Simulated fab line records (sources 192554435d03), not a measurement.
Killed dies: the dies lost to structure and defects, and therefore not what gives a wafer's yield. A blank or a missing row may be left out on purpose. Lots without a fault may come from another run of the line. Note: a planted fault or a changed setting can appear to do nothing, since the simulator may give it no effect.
Which of the tools did it? :: flow n5_finfet :: 11 lots with 33 wafers sampled at 5 steps, on a route of 1938 steps

## WHAT EACH GAUGE READ, for each wafer
N5_BEOL_M6_OCD_MEAS_38. Usual: 94.2 nm for trench_depth_nm, sd 1.7.
lot: L800
measured: day 10 08:00
on: ocd-02
trench_depth_nm (nm): 92.0 97.2 93.5
flag: 

lot: L801
measured: day 10 15:01
on: ocd-02
trench_depth_nm (nm): 95.6 95.2 95.1
flag: 

lot: L803
measured: day 10 20:09
on: ocd-01
trench_depth_nm (nm): 96.0 95.1 93.7
flag: 

lot: L804
measured: day 10 22:32
on: ocd-02
trench_depth_nm (nm): 92.8 92.6 94.4
flag: 

lot: L808
measured: day 12 07:35
on: ocd-02
trench_depth_nm (nm): 92.7 95.2 95.4
flag: 

lot: L810
measured: day 13 02:22
on: ocd-02
trench_depth_nm (nm): 91.6 93.3 96.3
flag: 

lot: L813
measured: day 13 15:28
on: ocd-01
trench_depth_nm (nm): 91.7 95.1 91.4
flag: 

lot: L816
measured: day 13 18:01
on: ocd-02
trench_depth_nm (nm): 94.8 94.7 94.7
flag: 

lot: L814
measured: day 13 18:24
on: ocd-02
trench_depth_nm (nm): 91.6 93.8 94.6
flag: 

lot: L818
measured: day 14 09:17
on: ocd-02
trench_depth_nm (nm): 93.4 91.6 96.5
flag: 

lot: L820
measured: day 15 13:10
on: ocd-01
trench_depth_nm (nm): 93.4 95.8 97.1
flag: 

N5_BEOL_M7_THK_MEAS_01. Usual: M7_ILD_THK gives 155.1 nm (standard deviation 2).
lot: L800
measured: day 10 11:38
on: film_metro-02
M7_ILD_THK (nm): 157.3 157.5 158.1
flag: 

lot: L801
measured: day 10 20:50
on: film_metro-02
M7_ILD_THK (nm): 154.9 157.4 178.9
flag: OFF

lot: L803
measured: day 11 00:09
on: film_metro-02
M7_ILD_THK (nm): 176.2 155.5 156.5
flag: OFF

lot: L804
measured: day 11 01:38
on: film_metro-01
M7_ILD_THK (nm): 177.2 157.6 158.2
flag: OFF

lot: L808
measured: day 12 10:58
on: film_metro-02
M7_ILD_THK (nm): 151.2 151.9 154.7
flag: 

lot: L810
measured: day 13 06:49
on: film_metro-01
M7_ILD_THK (nm): 152.3 155.8 155.8
flag: 

lot: L813
measured: day 13 19:04
on: film_metro-01
M7_ILD_THK (nm): 153.6 155.4 156.1
flag: 

lot: L816
measured: day 13 22:32
on: film_metro-02
M7_ILD_THK (nm): 153.5 154.8 155.3
flag: 

lot: L814
measured: day 13 21:44
on: film_metro-01
M7_ILD_THK (nm): 151.6 153.9 156.8
flag: 

lot: L818
measured: day 14 14:25
on: film_metro-01
M7_ILD_THK (nm): 154.8 157.6 158.1
flag: 

lot: L820
measured: day 15 17:32
on: film_metro-01
M7_ILD_THK (nm): 152.9 152.0 155.8
flag: 

## TOOL THAT RAN EACH LOT (tool first, then ch and the chambers of the sampled wafers, then the start)
lot: L800
N5_BEOL_M6_ALD_77: ald_metal-01 ch 0,3, day 10 09:02
N5_BEOL_M6_DEP_56: pecvd-01 ch 0,1,2, day 10 10:55
N5_BEOL_M7_ILD_DEP_00: pecvd-02 ch 0,1, day 10 11:03

lot: L801
N5_BEOL_M6_ALD_77: ald_metal-04 ch 1,2, day 10 18:09
N5_BEOL_M6_DEP_56: pecvd-04 ch 0,2, day 10 19:32
N5_BEOL_M7_ILD_DEP_00: pecvd-02 ch 0,2, day 10 19:40

lot: L803
N5_BEOL_M6_ALD_77: ald_metal-04 ch 1,2,3, day 10 21:50
N5_BEOL_M6_DEP_56: pecvd-01 ch 0,1, day 10 23:16
N5_BEOL_M7_ILD_DEP_00: pecvd-02 ch 1,2, day 10 23:25

lot: L804
N5_BEOL_M6_ALD_77: ald_metal-02 ch 1,2,3, day 10 23:17
N5_BEOL_M6_DEP_56: pecvd-03 ch 1,2, day 11 00:55
N5_BEOL_M7_ILD_DEP_00: pecvd-02 ch 0,1,2, day 11 01:03

lot: L808
N5_BEOL_M6_ALD_77: ald_metal-01 ch 0,3, day 12 08:37
N5_BEOL_M6_DEP_56: pecvd-03 ch 0,2, day 12 10:15
N5_BEOL_M7_ILD_DEP_00: pecvd-01 ch 0,2, day 12 10:23

lot: L810
N5_BEOL_M6_ALD_77: ald_metal-04 ch 0,1, day 13 04:35
N5_BEOL_M6_DEP_56: pecvd-01 ch 0,1, day 13 06:05
N5_BEOL_M7_ILD_DEP_00: pecvd-04 ch 0,1,2, day 13 06:14

lot: L813
N5_BEOL_M6_ALD_77: ald_metal-02 ch 0,1, day 13 16:26
N5_BEOL_M6_DEP_56: pecvd-03 ch 1,2, day 13 18:22
N5_BEOL_M7_ILD_DEP_00: pecvd-02 ch 0,1, day 13 18:29

lot: L816
N5_BEOL_M6_ALD_77: ald_metal-02 ch 0,2, day 13 18:55
N5_BEOL_M6_DEP_56: pecvd-03 ch 0,1,2, day 13 20:23
N5_BEOL_M7_ILD_DEP_00: pecvd-04 ch 0,2, day 13 20:31

lot: L814
N5_BEOL_M6_ALD_77: ald_metal-04 ch 1,2,3, day 13 19:17
N5_BEOL_M6_DEP_56: pecvd-04 ch 0,1, day 13 21:02
N5_BEOL_M7_ILD_DEP_00: pecvd-02 ch 0,1,2, day 13 21:10

lot: L818
N5_BEOL_M6_ALD_77: ald_metal-02 ch 0,2,3, day 14 10:14
N5_BEOL_M6_DEP_56: pecvd-03 ch 0,2, day 14 13:43
N5_BEOL_M7_ILD_DEP_00: pecvd-02 ch 0,1,2, day 14 13:50

lot: L820
N5_BEOL_M6_ALD_77: ald_metal-04 ch 1,2,3, day 15 14:24
N5_BEOL_M6_DEP_56: pecvd-03 ch 0,1, day 15 16:48
N5_BEOL_M7_ILD_DEP_00: pecvd-02 ch 0,1, day 15 16:56
- N5_BEOL_M6_ALD_77: deposits TaN, target thk 2 nm, pulse time 2 s, purge time 3 s.
- N5_BEOL_M6_DEP_56: deposits SiCN from 3MS/NH3, target thk 10 nm, time 17.5 s.
- N5_BEOL_M7_ILD_DEP_00: deposits SiCOH lowk from DEMS/porogen, target thk 179.75 nm, time 33.4 s.

## WHAT THE TOOLS THEMSELVES READ (means of the sampled wafers that have a number; where no wafer has one, the mark that the record gives instead)
N5_BEOL_M6_ALD_77. Usual: 446 W for heater_power_w, sd 29.
lot: L800
tool: ald_metal-01
heater_power_w (W): 449
flag: 

lot: L801
tool: ald_metal-04
heater_power_w (W): 413
flag: 

lot: L803
tool: ald_metal-04
heater_power_w (W): 435
flag: 

lot: L804
tool: ald_metal-02
heater_power_w (W): 446
flag: 

lot: L808
tool: ald_metal-01
heater_power_w (W): 453
flag: 

lot: L810
tool: ald_metal-04
heater_power_w (W): 446
flag: 

lot: L813
tool: ald_metal-02
heater_power_w (W): 419
flag: 

lot: L816
tool: ald_metal-02
heater_power_w (W): 438
flag: 

lot: L814
tool: ald_metal-04
heater_power_w (W): 440
flag: 

lot: L818
tool: ald_metal-02
heater_power_w (W): 439
flag: 

lot: L820
tool: ald_metal-04
heater_power_w (W): 431
flag: 

N5_BEOL_M6_DEP_56. Usual: showerhead_plenum_p_Torr 3.664 Torr, standard deviation 0.015; throttle_valve_pct 9.2 %, standard deviation 0.65.
lot: L800
tool: pecvd-01
showerhead_plenum_p_Torr (Torr): 3.665
throttle_valve_pct (%): 9.6
flag: 

lot: L801
tool: pecvd-04
showerhead_plenum_p_Torr (Torr): 3.664
throttle_valve_pct (%): 8.7
flag: 

lot: L803
tool: pecvd-01
showerhead_plenum_p_Torr (Torr): 3.672
throttle_valve_pct (%): 9.6
flag: 

lot: L804
tool: pecvd-03
showerhead_plenum_p_Torr (Torr): 3.658
throttle_valve_pct (%): 9.0
flag: 

lot: L808
tool: pecvd-03
showerhead_plenum_p_Torr (Torr): 3.680
throttle_valve_pct (%): 9.3
flag: 

lot: L810
tool: pecvd-01
showerhead_plenum_p_Torr (Torr): 3.667
throttle_valve_pct (%): 10.2
flag: 

lot: L813
tool: pecvd-03
showerhead_plenum_p_Torr (Torr): 3.650
throttle_valve_pct (%): 9.3
flag: 

lot: L816
tool: pecvd-03
showerhead_plenum_p_Torr (Torr): 3.667
throttle_valve_pct (%): 9.3
flag: 

lot: L814
tool: pecvd-04
showerhead_plenum_p_Torr (Torr): 3.672
throttle_valve_pct (%): 9.1
flag: 

lot: L818
tool: pecvd-03
showerhead_plenum_p_Torr (Torr): 3.672
throttle_valve_pct (%): 8.9
flag: 

lot: L820
tool: pecvd-03
showerhead_plenum_p_Torr (Torr): 3.668
throttle_valve_pct (%): 9.7
flag: 

N5_BEOL_M7_ILD_DEP_00. Usual: heater_power_w 325 W, standard deviation 60; showerhead_plenum_p_Torr 5.742 Torr, standard deviation 0.014; susceptor_temp_C 300.00 C, standard deviation 0.19; throttle_valve_pct 14.0 %, standard deviation 0.94.
lot: L800
tool: pecvd-02
heater_power_w (W): 300
showerhead_plenum_p_Torr (Torr): 5.755
susceptor_temp_C (C): 300.05
throttle_valve_pct (%): 14.1
flag: 

lot: L801
tool: pecvd-02
heater_power_w (W): 290
showerhead_plenum_p_Torr (Torr): 5.753
susceptor_temp_C (C): 292.87
throttle_valve_pct (%): 13.6
flag: OFF

lot: L803
tool: pecvd-02
heater_power_w (W): 251
showerhead_plenum_p_Torr (Torr): 5.741
susceptor_temp_C (C): 292.69
throttle_valve_pct (%): 14.2
flag: OFF

lot: L804
tool: pecvd-02
heater_power_w (W): 294
showerhead_plenum_p_Torr (Torr): 5.749
susceptor_temp_C (C): 292.72
throttle_valve_pct (%): 13.8
flag: OFF

lot: L808
tool: pecvd-01
heater_power_w (W): 443
showerhead_plenum_p_Torr (Torr): 5.734
susceptor_temp_C (C): 300.19
throttle_valve_pct (%): 15.9
flag: 

lot: L810
tool: pecvd-04
heater_power_w (W): 325
showerhead_plenum_p_Torr (Torr): 5.734
susceptor_temp_C (C): 300.14
throttle_valve_pct (%): 13.4
flag: 

lot: L813
tool: pecvd-02
heater_power_w (W): 289
showerhead_plenum_p_Torr (Torr): 5.745
susceptor_temp_C (C): 300.12
throttle_valve_pct (%): 14.6
flag: 

lot: L816
tool: pecvd-04
heater_power_w (W): 342
showerhead_plenum_p_Torr (Torr): 5.738
susceptor_temp_C (C): 299.89
throttle_valve_pct (%): 13.6
flag: 

lot: L814
tool: pecvd-02
heater_power_w (W): 298
showerhead_plenum_p_Torr (Torr): 5.745
susceptor_temp_C (C): 299.89
throttle_valve_pct (%): 14.0
flag: 

lot: L818
tool: pecvd-02
heater_power_w (W): 289
showerhead_plenum_p_Torr (Torr): 5.749
susceptor_temp_C (C): 299.94
throttle_valve_pct (%): 13.9
flag: 

lot: L820
tool: pecvd-02
heater_power_w (W): 334
showerhead_plenum_p_Torr (Torr): 5.759
susceptor_temp_C (C): 300.09
throttle_valve_pct (%): 14.1
flag: 

## THE ANSWER, worked out from the rows above alone
Rule: take the mean of a lot's wafers that have a number; if it is more than 3 standard deviations from the usual mean, the lot is off. A lot without any number at a reading at which 4 lots or more have one is off too. Any other lot the step has rows for is counted as sound. Order of review: gauges by route order, followed by the tools' own readings, for which a lot's mean as printed above is used. The first step at which some lot is off is used, and at that step the reading that is off furthest; a lot without a number counts as furthest.
Off: at N5_BEOL_M7_THK_MEAS_01 (M7_ILD_THK), L801, L803, L804.
A tool fits if, at a process step before that reading, it ran every lot that is off, and no sound lot after the first of them. Not tried: the gauges at N5_BEOL_M7_THK_MEAS_01; whatever is off there is also off at N5_BEOL_M7_ILD_DEP_00, on other tools, and gauge error can't account for it. Of those tried, none fits.

## WHAT THE SIMULATOR HAD PUT IN
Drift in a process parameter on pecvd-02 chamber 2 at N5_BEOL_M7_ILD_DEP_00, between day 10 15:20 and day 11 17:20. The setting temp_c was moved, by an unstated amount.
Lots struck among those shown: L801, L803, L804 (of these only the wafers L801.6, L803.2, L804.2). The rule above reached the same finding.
